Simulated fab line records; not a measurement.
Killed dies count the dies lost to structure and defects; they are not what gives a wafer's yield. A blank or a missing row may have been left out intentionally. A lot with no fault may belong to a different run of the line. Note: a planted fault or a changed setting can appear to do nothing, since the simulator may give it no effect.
Lot-split experiment / flow n5_finfet / on a route of 1938 steps: 7 lots, 21 wafers read

== THE SPLIT ==
At N5_BEOL_M15_TRENCH_ETCH_34 (etches SiO2 in C4F8/O2/Ar, target depth 872.93 nm, time 199 s), the setting time_s was moved away from the recipe's 199 s on 9 of the 21 wafers read, by -16.3% to +18.3%. All remaining wafers had this setting at the recipe value.

== FROM THE SPLIT TO THE READING: what the file shows between them, 5 steps ==
- N5_BEOL_M15_SPUTTER_45: material Cu, target thk 100 nm, time 16.67 s (also split here: time_s)
- N5_BEOL_M15_ECD_47: material Cu, target thk 1860 nm
- N5_BEOL_M15_ANNEAL_48: time 90 s
- N5_BEOL_M15_PRE_CLEAN_52: time 15 s
- N5_BEOL_M15_DEP_53: deposits SiCN from 3MS/NH3, target thk 50 nm, time 17.8 s

== THE READING ==
M15_RS (ohm/sq), read at N5_BEOL_M15_RS_MEAS_54 with a four-point probe. On this fab line, fault-free wafers typically give 0.0217 ohm/sq with a standard deviation of 0.00035 ohm/sq.

wafer=L075.1; tool, chamber at the split=rie_diel-06, 1; time_s as run, s=223.7; against the recipe=+12.4%; M15_RS, ohm/sq=0.0196; against lot-mates on the recipe=no lot-mate on the recipe
wafer=L075.3; tool, chamber at the split=rie_diel-06, 2; time_s as run, s=223.7; against the recipe=+12.4%; M15_RS, ohm/sq=0.0186; against lot-mates on the recipe=no lot-mate on the recipe
wafer=L075.4; tool, chamber at the split=rie_diel-06, 0; time_s as run, s=223.7; against the recipe=+12.4%; M15_RS, ohm/sq=0.0192; against lot-mates on the recipe=no lot-mate on the recipe
wafer=L076.1; tool, chamber at the split=rie_diel-06, 0; time_s as run, s=235.5; against the recipe=+18.3%; M15_RS, ohm/sq=0.0182; against lot-mates on the recipe=-0.0034
wafer=L076.2; tool, chamber at the split=rie_diel-06, 3; time_s as run, s=199; against the recipe=recipe; M15_RS, ohm/sq=0.0221; against lot-mates on the recipe=-
wafer=L076.6; tool, chamber at the split=rie_diel-06, 2; time_s as run, s=199; against the recipe=recipe; M15_RS, ohm/sq=0.0211; against lot-mates on the recipe=-
wafer=L083.1; tool, chamber at the split=rie_diel-06, 0; time_s as run, s=199; against the recipe=recipe; M15_RS, ohm/sq=0.0217; against lot-mates on the recipe=-
wafer=L083.3; tool, chamber at the split=rie_diel-06, 1; time_s as run, s=199; against the recipe=recipe; M15_RS, ohm/sq=0.0218; against lot-mates on the recipe=-
wafer=L083.4; tool, chamber at the split=rie_diel-06, 2; time_s as run, s=199; against the recipe=recipe; M15_RS, ohm/sq=0.0211; against lot-mates on the recipe=-
wafer=L081.1; tool, chamber at the split=rie_diel-06, 3; time_s as run, s=199; against the recipe=recipe; M15_RS, ohm/sq=0.0217; against lot-mates on the recipe=-
wafer=L081.3; tool, chamber at the split=rie_diel-06, 0; time_s as run, s=199; against the recipe=recipe; M15_RS, ohm/sq=0.0219; against lot-mates on the recipe=-
wafer=L081.6; tool, chamber at the split=rie_diel-06, 2; time_s as run, s=199; against the recipe=recipe; M15_RS, ohm/sq=0.0212; against lot-mates on the recipe=-
wafer=L086.1; tool, chamber at the split=rie_diel-05, 3; time_s as run, s=166.5; against the recipe=-16.3%; M15_RS, ohm/sq=0.0264; against lot-mates on the recipe=no lot-mate on the recipe
wafer=L086.3; tool, chamber at the split=rie_diel-05, 1; time_s as run, s=166.5; against the recipe=-16.3%; M15_RS, ohm/sq=0.0261; against lot-mates on the recipe=no lot-mate on the recipe
wafer=L086.5; tool, chamber at the split=rie_diel-05, 3; time_s as run, s=166.5; against the recipe=-16.3%; M15_RS, ohm/sq=0.0266; against lot-mates on the recipe=no lot-mate on the recipe
wafer=L095.2; tool, chamber at the split=rie_diel-06, 2; time_s as run, s=214; against the recipe=+7.5%; M15_RS, ohm/sq=0.0197; against lot-mates on the recipe=-0.0017
wafer=L095.5; tool, chamber at the split=rie_diel-06, 0; time_s as run, s=214; against the recipe=+7.5%; M15_RS, ohm/sq=0.0203; against lot-mates on the recipe=-0.0011
wafer=L095.6; tool, chamber at the split=rie_diel-06, 1; time_s as run, s=199; against the recipe=recipe; M15_RS, ohm/sq=0.0214; against lot-mates on the recipe=-
wafer=L096.2; tool, chamber at the split=rie_diel-02, 3; time_s as run, s=199; against the recipe=recipe; M15_RS, ohm/sq=0.0215; against lot-mates on the recipe=-
wafer=L096.3; tool, chamber at the split=rie_diel-02, 2; time_s as run, s=199; against the recipe=recipe; M15_RS, ohm/sq=0.0222; against lot-mates on the recipe=-
wafer=L096.6; tool, chamber at the split=rie_diel-02, 1; time_s as run, s=199; against the recipe=recipe; M15_RS, ohm/sq=0.0211; against lot-mates on the recipe=-

FIT RESULTS
A straight line over all 21 wafers: M15_RS changes by -0.000244 ohm/sq for each +1% of time_s; r = -0.97; the points scatter about the line by 0.00053 ohm/sq.
The same after taking each lot's own level away (the mean of its wafers on the recipe; 15 wafers): -0.000185 ohm/sq for each +1%; r = -0.94; scatter 0.00038 ohm/sq.
Per that fit: largest time_s move, reading shift of 0.0034 ohm/sq.
The lots' own levels span 0.02140 to 0.02160 ohm/sq, that is 0.6 times the standard deviation above.
In other words, the slope is changed by the lot-to-lot level; the two fits disagree.
Check: -0.00341 ohm/sq against its lot-mates is what the line predicts for one of the wafers moved furthest among these (+18.3%) when that wafer is left out of the fit. Against them it came out at -0.0034 ohm/sq.

== THESE WAFERS: OTHER SPLITS ==
Other splits were also applied to these wafers ahead of the reading. Each is held against what the fit with the lots' levels taken away leaves over:
other split on the same wafers=N5_BEOL_M14_TRENCH_ETCH_34 bias_w; wafers away from the commonest value=8; r with M15_RS (lot level and that fit taken away)=+0.47
other split on the same wafers=N5_BEOL_M14_SPUTTER_43 power_w; wafers away from the commonest value=7; r with M15_RS (lot level and that fit taken away)=+0.32
other split on the same wafers=N5_BEOL_M15_SPUTTER_45 time_s; wafers away from the commonest value=6; r with M15_RS (lot level and that fit taken away)=+0.41

== THE WHOLE CHAIN: every reading that the file lists as answering this split, in the file's order ==
step=N5_BEOL_M15_TRENCH_ETCH_34; what it does=etches SiO2 in C4F8/O2/Ar, target depth 872.93 nm, time 199 s; reading=etch.depth_nm (the simulator's own value, which no gauge read); change (the file's fit)=+8.37 nm for each +1% of the setting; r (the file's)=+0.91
step=N5_BEOL_M15_RS_MEAS_54; what it does=measures by four-point-probe; reading=M15_RS; change (the file's fit)=-0.000186 for each +1% of the setting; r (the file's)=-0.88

== FILE'S OWN FIT ==
M15_RS changes by -0.000186 ohm/sq for each +1% of time_s, r = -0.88.
